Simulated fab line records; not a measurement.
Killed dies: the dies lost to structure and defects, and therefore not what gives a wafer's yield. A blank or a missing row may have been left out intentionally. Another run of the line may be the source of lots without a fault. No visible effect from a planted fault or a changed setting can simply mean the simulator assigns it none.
Which tool was responsible? ; flow n5-finfet ; 72 wafers from 24 lots sampled at 5 of the route's 1938 steps

## WHAT THE GAUGES READ, wafer by wafer
N5_BEOL_M4_OCD_MEAS_38.
lot;measured;on;trench-depth-nm (nm)
L075;day 8 15:56;ocd-02;56.8 54.0 55.2
L074;day 8 18:32;ocd-02;55.6 56.0 57.2
L076;day 8 22:01;ocd-02;55.5 56.5 56.9
L077;day 9 03:15;ocd-02;56.6 55.8 57.0
L079;day 9 08:32;ocd-02;55.8 56.4 55.8
L078;day 9 09:14;ocd-02;56.5 56.2 55.0
L080;day 9 09:16;ocd-01;53.9 56.3 55.0
L082;day 9 13:52;ocd-02;56.3 56.6 56.4
L081;day 9 17:40;ocd-02;55.8 54.9 56.6
L083;day 10 09:44;ocd-01;56.1 56.8 55.8
L085;day 11 07:04;ocd-02;55.9 53.9 55.7
L084;day 11 07:09;ocd-01;56.8 55.8 57.1
L086;day 11 07:26;ocd-02;56.4 55.1 56.4
L087;day 11 10:30;ocd-02;56.0 54.9 55.4
L089;day 11 15:03;ocd-02;54.1 55.8 55.3
L088;day 11 15:53;ocd-02;56.3 55.7 56.6
L091;day 11 22:58;ocd-01;55.7 55.1 55.9
L090;day 12 02:56;ocd-02;57.1 56.2 57.4
L093;day 12 10:15;ocd-01;56.2 56.6 55.1
L092;day 12 10:43;ocd-02;56.0 55.1 56.0
L094;day 13 14:04;ocd-01;57.3 56.8 56.1
L095;day 13 21:14;ocd-02;55.4 56.7 56.1
L097;day 13 23:40;ocd-01;56.2 56.7 57.3
L096;day 14 03:47;ocd-02;56.3 55.2 56.1

N5_BEOL_M5_OVL_MEAS_12.
lot;measured;on;M5_OVL (nm)
L075;day 8 23:13;overlay-02;-0.5 -0.8 -0.5
L074;day 9 02:04;overlay-01;-0.4 -0.8 -0.3
L076;day 9 07:19;overlay-02;0.8 1.0 0.3
L077;day 9 10:12;overlay-02;-1.0 -0.7 -0.8
L079;day 9 18:03;overlay-01;-1.2 -0.7 -1.6
L078;day 9 18:13;overlay-01;-0.8 -0.4 -1.7
L080;day 9 18:25;overlay-02;-0.1 0.4 -0.4
L082;day 9 21:22;overlay-02;-0.4 0.3 -0.1
L081;day 10 03:47;overlay-01;-1.3 -1.9 -1.8
L083;day 10 17:13;overlay-01;-0.7 -1.0 -0.8
L085;day 11 15:17;overlay-01;0.1 -1.3 -0.7
L084;day 11 15:22;overlay-02;-0.2 -0.6 -0.4
L086;day 11 15:25;overlay-01;-0.7 0.6 -0.6
L087;day 11 22:59;overlay-02;-1.1 -1.1 -1.4
L089;day 11 23:31;overlay-01;0.5 -1.4 -0.2
L088;day 11 23:47;overlay-02;-0.4 -0.2 -0.2
L091;day 12 08:49;overlay-02;-0.8 -1.0 0.5
L090;day 12 09:49;overlay-02;0.4 -1.0 -0.3
L093;day 12 22:04;overlay-01;-0.1 -0.1 0.0
L092;day 12 18:57;overlay-02;-0.1 0.1 -0.3
L094;day 13 22:13;overlay-01;-1.7 -1.6 -2.0
L095;day 14 04:10;overlay-01;-0.2 -0.2 -0.5
L097;day 14 07:53;overlay-01;-1.1 -1.3 -0.7
L096;day 14 13:26;overlay-02;-0.1 -1.8 -0.6

## WHICH TOOL RAN EACH LOT (tool, then ch and the chambers of the sampled wafers, then the start)
lot;N5_BEOL_M4_ANNEAL_49;N5_BEOL_M4_SPUTTER_88;N5_BEOL_M5_CURE_79
L075;pvd-sputter-03, day 8 18:18;pvd-sputter-03, day 8 19:06;uv-cure-01 ch 0, day 8 22:14
L074;pvd-sputter-01, day 8 19:56;pvd-sputter-01, day 8 20:44;uv-cure-03 ch 0, day 8 23:53
L076;pvd-sputter-03, day 9 00:51;pvd-sputter-03, day 9 01:39;uv-cure-01 ch 1, day 9 04:40
L077;pvd-sputter-01, day 9 04:49;pvd-sputter-01, day 9 05:37;uv-cure-01 ch 2, day 9 08:53
L079;pvd-sputter-01, day 9 10:08;pvd-sputter-01, day 9 10:56;uv-cure-03 ch 0, day 9 15:19
L078;pvd-sputter-03, day 9 11:31;pvd-sputter-03, day 9 12:19;uv-cure-02 ch 0, day 9 15:32
L080;pvd-sputter-01, day 9 11:58;pvd-sputter-01, day 9 12:46;uv-cure-02 ch 2, day 9 16:13
L082;pvd-sputter-02, day 9 15:14;pvd-sputter-02, day 9 16:02;uv-cure-01 ch 0, day 9 19:04
L081;pvd-sputter-02, day 9 18:55;pvd-sputter-02, day 9 19:43;uv-cure-01 ch 0, day 9 22:58
L083;pvd-sputter-02, day 10 11:18;pvd-sputter-02, day 10 12:06;uv-cure-03 ch 0, day 10 15:20
L085;pvd-sputter-03, day 11 07:55;pvd-sputter-03, day 11 08:43;uv-cure-03 ch 2, day 11 12:02
L084;pvd-sputter-02, day 11 08:13;pvd-sputter-02, day 11 09:01;uv-cure-03 ch 1, day 11 12:35
L086;pvd-sputter-01, day 11 08:19;pvd-sputter-01, day 11 09:07;uv-cure-02 ch 1, day 11 12:40
L087;pvd-sputter-02, day 11 14:04;pvd-sputter-02, day 11 14:52;uv-cure-03 ch 0, day 11 18:13
L089;pvd-sputter-03, day 11 16:08;pvd-sputter-03, day 11 16:56;uv-cure-01 ch 2, day 11 20:14
L088;pvd-sputter-01, day 11 17:33;pvd-sputter-01, day 11 18:21;uv-cure-02 ch 2, day 11 21:21
L091;pvd-sputter-01, day 12 00:34;pvd-sputter-01, day 12 01:22;uv-cure-01 ch 1, day 12 04:22
L090;pvd-sputter-02, day 12 04:18;pvd-sputter-02, day 12 05:06;uv-cure-03 ch 2, day 12 08:06
L093;pvd-sputter-03, day 12 16:47;pvd-sputter-03, day 12 17:35;uv-cure-02 ch 1, day 12 20:35
L092;pvd-sputter-01, day 12 13:26;pvd-sputter-01, day 12 14:14;uv-cure-03 ch 1, day 12 17:15
L094;pvd-sputter-01, day 13 15:46;pvd-sputter-01, day 13 16:34;uv-cure-03 ch 1, day 13 19:38
L095;pvd-sputter-01, day 13 22:47;pvd-sputter-01, day 13 23:35;uv-cure-02 ch 2, day 14 02:43
L097;pvd-sputter-03, day 14 01:27;pvd-sputter-03, day 14 02:15;uv-cure-02 ch 2, day 14 05:20
L096;pvd-sputter-03, day 14 05:47;pvd-sputter-03, day 14 06:35;uv-cure-01 ch 1, day 14 10:02
- N5_BEOL_M4_ANNEAL_49: time 240 s.
- N5_BEOL_M4_SPUTTER_88: material Cu, target thk 4.5 nm, time 8.29 s.
- N5_BEOL_M5_CURE_79: cures SiCOH lowk, time 240 s.

## AS READ BY THE TOOLS THEMSELVES (means over the sampled wafers that have a number; for cases with no such wafer, the mark the record gives instead)
N5_BEOL_M4_ANNEAL_49.
lot;tool;heater-power-w (W);susceptor-temp-C (C)
L075;pvd-sputter-03;791;399.95
L074;pvd-sputter-01;817;400.02
L076;pvd-sputter-03;789;399.97
L077;pvd-sputter-01;749;399.87
L079;pvd-sputter-01;804;399.97
L078;pvd-sputter-03;792;400.13
L080;pvd-sputter-01;779;400.13
L082;pvd-sputter-02;745;400.01
L081;pvd-sputter-02;779;400.10
L083;pvd-sputter-02;778;399.98
L085;pvd-sputter-03;787;399.97
L084;pvd-sputter-02;721;400.04
L086;pvd-sputter-01;759;399.88
L087;pvd-sputter-02;734;400.08
L089;pvd-sputter-03;771;399.97
L088;pvd-sputter-01;779;399.95
L091;pvd-sputter-01;806;399.87
L090;pvd-sputter-02;800;400.02
L093;pvd-sputter-03;775;400.18
L092;pvd-sputter-01;797;400.24
L094;pvd-sputter-01;810;400.13
L095;pvd-sputter-01;777;399.97
L097;pvd-sputter-03;802;399.99
L096;pvd-sputter-03;811;399.95

N5_BEOL_M4_SPUTTER_88.
lot;tool;substrate-temp-c (C);susceptor-temp-C (C);throttle-valve-pct (%)
L075;pvd-sputter-03;-19.97;-20.09;30.9
L074;pvd-sputter-01;-19.92;-20.05;30.2
L076;pvd-sputter-03;-19.99;-19.94;30.9
L077;pvd-sputter-01;-19.89;-20.01;30.2
L079;pvd-sputter-01;-19.91;-19.96;30.0
L078;pvd-sputter-03;-19.95;-20.00;30.9
L080;pvd-sputter-01;-19.97;-19.98;30.1
L082;pvd-sputter-02;-19.93;-20.07;30.6
L081;pvd-sputter-02;-19.92;-20.00;31.4
L083;pvd-sputter-02;-20.03;-20.00;31.4
L085;pvd-sputter-03;-19.98;-20.02;30.9
L084;pvd-sputter-02;-19.99;-20.03;31.2
L086;pvd-sputter-01;-19.97;-20.11;29.8
L087;pvd-sputter-02;-20.12;-20.07;31.0
L089;pvd-sputter-03;-20.02;-19.93;30.9
L088;pvd-sputter-01;-19.96;-19.95;30.4
L091;pvd-sputter-01;-19.95;-20.01;30.2
L090;pvd-sputter-02;-20.06;-20.00;31.3
L093;pvd-sputter-03;-20.02;-20.06;30.8
L092;pvd-sputter-01;-19.96;-19.93;30.2
L094;pvd-sputter-01;-19.98;-19.99;30.0
L095;pvd-sputter-01;-20.09;-20.01;30.0
L097;pvd-sputter-03;-20.04;-19.99;31.3
L096;pvd-sputter-03;-20.00;-19.87;31.3

N5_BEOL_M5_CURE_79.
lot;tool;lamp-power-pct (%);wafer_temp_C_max
L075;uv-cure-01;52.33;387.3
L074;uv-cure-03;52.31;387.6
L076;uv-cure-01;52.34;387.1
L077;uv-cure-01;52.36;386.6
L079;uv-cure-03;52.33;387.0
L078;uv-cure-02;52.29;386.9
L080;uv-cure-02;52.30;387.1
L082;uv-cure-01;52.29;388.0
L081;uv-cure-01;52.30;388.1
L083;uv-cure-03;52.32;387.1
L085;uv-cure-03;52.36;386.8
L084;uv-cure-03;52.35;387.7
L086;uv-cure-02;52.31;388.7
L087;uv-cure-03;52.31;387.3
L089;uv-cure-01;52.28;386.4
L088;uv-cure-02;52.29;386.3
L091;uv-cure-01;52.32;386.8
L090;uv-cure-03;52.27;387.0
L093;uv-cure-02;52.34;387.8
L092;uv-cure-03;52.25;387.1
L094;uv-cure-03;52.30;387.3
L095;uv-cure-02;52.41;387.0
L097;uv-cure-02;52.31;386.8
L096;uv-cure-01;52.34;386.7

## THE ANSWER, worked out from the rows above alone
Rule: usual is defined by the lots themselves. Put in order of their means at a reading, lots are off if they are a third of the lots or fewer, leave a main group of 4 or more, and stand apart from it by a gap of 3 or more times the standard deviation of the main group's means; of several such gaps the widest counts. A main group is skipped when, at the precision printed for the reading in the tables above, its means are all equal. A lot without any number at a reading at which 4 lots or more have one is off too. All remaining lots with rows at the step are treated as sound. Order of review: gauges by route order, followed by the tools' own readings, for which a lot's mean as printed above is used. The first step at which some lot is off is used, and at that step the reading that is off furthest; a lot without a number counts as furthest.
Nothing can be told from this: no lot is off at any reading shown.

## WHAT HAD BEEN PUT IN BY THE SIMULATOR
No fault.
